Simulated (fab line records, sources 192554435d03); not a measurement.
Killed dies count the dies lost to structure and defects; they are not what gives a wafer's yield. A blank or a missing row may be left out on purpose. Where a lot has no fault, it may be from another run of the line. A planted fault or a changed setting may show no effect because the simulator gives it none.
Chamber matching	flow n5_finfet	N5_BEOL_M14_DESCUM_15 on rie_diel-01: 4 sister chambers
The step chemistry O2, time 7.9 s. 7 wafers are shown with their chamber, then 8 later ones without.

== WAFERS, EACH WITH ITS CHAMBER ==
wafer	chamber	showerhead_plenum_p_Torr (Torr)	throttle_valve_pct (%)
L076.5	3	2.07	20.32
L083.1	1	2.06	20.64
L086.5	0	2.17	20.43
L092.3	2	2.04	19.97
L092.5	2	2.04	19.98
L092.6	1	2.05	20.67
L093.1	0	2.16	20.44

== WAFERS WITHOUT THEIR CHAMBER ==
wafer	showerhead_plenum_p_Torr (Torr)	throttle_valve_pct (%)
L093.3	2.05	20.67
L093.6	2.03	19.99
L094.1	2.05	20.69
L094.3	2.16	20.45
L094.4	2.03	19.99
L095.1	2.06	20.11
L095.3	2.05	20.70
L095.6	2.16	20.45

== CHAMBER TAKEN BY EACH ==
wafer	from the rows above	in truth
L093.3	1	1
L093.6	2	2
L094.1	1	1
L094.3	0	0
L094.4	2	2
L095.1	2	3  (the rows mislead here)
L095.3	1	1
L095.6	0	0
7 of 8 placed correctly. Not placeable from these rows: 0. Number placed wrongly: 1.
How it was worked out, from the rows above alone: a wafer's distance from a chamber is the root of the sum, over the readings, of the square of ((its reading less the chamber's mean) divided by the reading's scatter). If the next closest chamber is less than 2 further off than the closest, the wafer can't be placed; otherwise it belongs to the closest. Each chamber's mean is taken over the wafers shown for it. The scatter is the square root of a quotient: the sum, over the shown wafers, of each reading's squared deviation from its chamber's mean, divided by wafers minus chambers.
